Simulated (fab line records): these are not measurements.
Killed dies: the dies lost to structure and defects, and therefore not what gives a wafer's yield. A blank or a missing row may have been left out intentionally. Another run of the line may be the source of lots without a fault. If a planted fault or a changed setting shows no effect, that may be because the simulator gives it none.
Chamber matching + flow nandHarc + NHARC_A_STAIRCASE_ALD_420 on aldHk-04: 4 sister chambers
The step deposits SiO2, target thk 20 nm, pulse time 6 s, ald cycles 200. 8 wafers are shown with their chamber, then 10 later ones without.

WAFERS PAIRED WITH THEIR CHAMBERS
| wafer  | chamber | heaterPowerW (W) | precursorPulseHeightRel |
|--------|---------|------------------|-------------------------|
| L074.6 | 2       | 569              | 0.990                   |
| L085.1 | 3       | 427              | 1.017                   |
| L085.5 | 1       | 478              | 1.009                   |
| L087.1 | 0       | 468              | 0.986                   |
| L087.2 | 3       | 436              | 0.976                   |
| L087.4 | 2       | 547              | 1.005                   |
| L088.2 | 1       | 468              | 0.985                   |
| L088.4 | 0       | 478              | 1.002                   |

WAFERS WITHOUT THEIR CHAMBER
| wafer  | heaterPowerW (W) | precursorPulseHeightRel |
|--------|------------------|-------------------------|
| L088.5 | 555              | 1.000                   |
| L088.1 | 435              | 1.017                   |
| L088.3 | 550              | 1.034                   |
| L088.6 | 490              | 1.044                   |
| L091.2 | 476              | 1.000                   |
| L091.3 | 467              | 1.038                   |
| L091.4 | 546              | 1.036                   |
| L094.1 | 457              | 1.003                   |
| L094.3 | 475              | 1.041                   |
| L094.6 | 462              | 1.005                   |

CHAMBER TAKEN BY EACH
| wafer  | from the rows above          | in truth |
|--------|------------------------------|----------|
| L088.5 | 2                            | 2        |
| L088.1 | 3                            | 3        |
| L088.3 | 2                            | 2        |
| L088.6 | can't be placed: 1 or 0      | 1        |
| L091.2 | can't be placed: 1 or 0      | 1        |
| L091.3 | can't be placed: 1 or 0 or 3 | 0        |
| L091.4 | 2                            | 2        |
| L094.1 | can't be placed: 1 or 0 or 3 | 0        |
| L094.3 | can't be placed: 1 or 0      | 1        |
| L094.6 | can't be placed: 1 or 0 or 3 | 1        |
4 of 10 placed correctly. These rows do not allow placing 6 (true chamber among the candidates in 6). Number placed wrongly: 0.
How it was worked out, from the rows above alone: a wafer's distance from a chamber is the root of the sum, over the readings, of the square of ((its reading less the chamber's mean) divided by the reading's scatter). If the next closest chamber is less than 2 further off than the closest, the wafer can't be placed; otherwise it belongs to the closest. Each chamber's mean is taken over the wafers shown for it. The scatter: take each reading less its chamber's mean, square it, sum over the shown wafers, divide by the number of wafers less the number of chambers, and take the root.
